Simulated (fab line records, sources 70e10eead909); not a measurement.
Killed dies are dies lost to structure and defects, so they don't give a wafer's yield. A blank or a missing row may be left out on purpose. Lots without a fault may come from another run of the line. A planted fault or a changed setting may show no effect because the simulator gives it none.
Which tool did it? | flow nand_harc | 11 lots, 33 wafers sampled, at 2 steps of a route of 1302

WHAT THE GAUGES READ, wafer by wafer
NHARC_P_ZERO_WELL_CD_MEAS_11: target cd 500 nm.
lot  | measured     | on        | cd_nm (nm)
L632 | day 2 07:07  | cd_sem-02 | 502.6 500.9 499.9
L633 | day 2 17:14  | cd_sem-03 | 497.7 498.7 497.8
L634 | day 3 03:07  | cd_sem-03 | 500.6 501.0 500.3
L635 | day 3 13:14  | cd_sem-03 | 499.4 498.1 500.2
L636 | day 3 23:14  | cd_sem-02 | 498.3 500.8 501.0
L638 | day 4 19:14  | cd_sem-02 | 500.7 499.4 500.9
L639 | day 5 05:14  | cd_sem-01 | 499.6 499.9 499.2
L646 | day 8 03:07  | cd_sem-03 | 490.8 490.5 490.6
L650 | day 9 19:14  | cd_sem-03 | 491.1 492.3 491.7
L652 | day 10 15:11 | cd_sem-03 | 500.6 501.5 500.6
L654 | day 11 11:14 | cd_sem-01 | 500.3 500.1 500.3

WHICH TOOL RAN EACH LOT (tool, then ch and the chambers of the sampled wafers, then the start)
lot  | NHARC_P_ZERO_WELL_EXPOSE_08
L632 | krf_scanner-01 ch 0, day 2 06:58
L633 | krf_scanner-04 ch 0, day 2 17:06
L634 | krf_scanner-04 ch 0, day 3 02:58
L635 | krf_scanner-01 ch 0, day 3 13:05
L636 | krf_scanner-04 ch 0, day 3 23:05
L638 | krf_scanner-01 ch 0, day 4 19:05
L639 | krf_scanner-01 ch 0, day 5 05:05
L646 | krf_scanner-04 ch 0, day 8 02:58
L650 | krf_scanner-04 ch 0, day 9 19:05
L652 | krf_scanner-01 ch 0, day 10 15:02
L654 | krf_scanner-01 ch 0, day 11 11:05
- NHARC_P_ZERO_WELL_EXPOSE_08: exposes mask P ZERO, target cd 500 nm.

THE ANSWER, worked out from the rows above alone
Rule: what is usual is taken from the lots themselves. Put in order of their means at a reading, lots are off if they are a third of the lots or fewer, leave a main group of 4 or more, and stand apart from it by a gap of 3 or more times the standard deviation of the main group's means; of several such gaps the widest counts. A main group whose means are all the same, to the digits that the tables above print for the reading, isn't used. A lot without any number at a reading at which 4 lots or more have one is off too. The other lots that the step has rows for count as sound.
Off: L646, L650, at NHARC_P_ZERO_WELL_CD_MEAS_11 (cd_nm). The main group: mean 500.0 nm, standard deviation 0.89.
A tool fits if, at a process step before that reading, it ran every lot that is off, and no sound lot after the first of them. The gauges at NHARC_P_ZERO_WELL_CD_MEAS_11 are tried like those tools. One fits: krf_scanner-04 at NHARC_P_ZERO_WELL_EXPOSE_08. Its last sound lot is L636 (day 3 23:05), its first lot that is off L646 (day 8 02:58): a fault that began between those two fits.

WHAT THE SIMULATOR HAD PUT IN
Process parameter drift: krf_scanner-04, from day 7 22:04 on, at NHARC_P_ZERO_WELL_EXPOSE_08. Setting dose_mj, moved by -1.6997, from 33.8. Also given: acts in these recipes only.
Lots struck among those shown: L646, L650. The rule above found the same.
